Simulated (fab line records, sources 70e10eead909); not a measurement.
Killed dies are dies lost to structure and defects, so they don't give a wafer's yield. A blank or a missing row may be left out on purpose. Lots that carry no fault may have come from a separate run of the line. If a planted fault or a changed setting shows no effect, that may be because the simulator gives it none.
Chamber matching    flow nand harc    3 sister chambers for NHARC_A_STAIRCASE_DEP_417 on pecvd-04
The step deposits Si3N4, target thk 60 nm. 6 wafers are shown with their chamber, then 7 later ones without.

## EACH WAFER AND ITS CHAMBER
wafer   chamber  heater power w (W)
L080.1  1        543
L088.1  0        634
L088.4  2        716
L088.5  0        627
L087.1  2        745
L087.3  1        556

## WAFERS WITH NO CHAMBER GIVEN
wafer   heater power w (W)
L087.5  670
L089.1  626
L089.3  493
L089.6  649
L097.3  800
L097.4  825
L097.6  498

## WHICH CHAMBER EACH ONE RAN IN
wafer    from the rows above       in truth
L087.5   can't be placed: 0 or 2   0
L089.1   0                         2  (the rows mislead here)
L089.3   1                         1
L089.6   0                         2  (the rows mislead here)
L097.3   2                         2
L097.4   2                         2
L097.6   1                         1
Placed correctly: 4 of 7. Can't be placed from these rows: 1 (the true chamber is among the candidates in 1). Number placed wrongly: 2.
How it was worked out, from the rows above alone: a wafer's distance from a chamber is the root of the sum, over the readings, of the square of ((its reading less the chamber's mean) divided by the reading's scatter). If the next closest chamber is less than 2 further off than the closest, the wafer can't be placed; otherwise it belongs to the closest. For every chamber, the mean is computed from those of its wafers that are shown. The scatter is the square root of a quotient: the sum, over the shown wafers, of each reading's squared deviation from its chamber's mean, divided by wafers minus chambers.
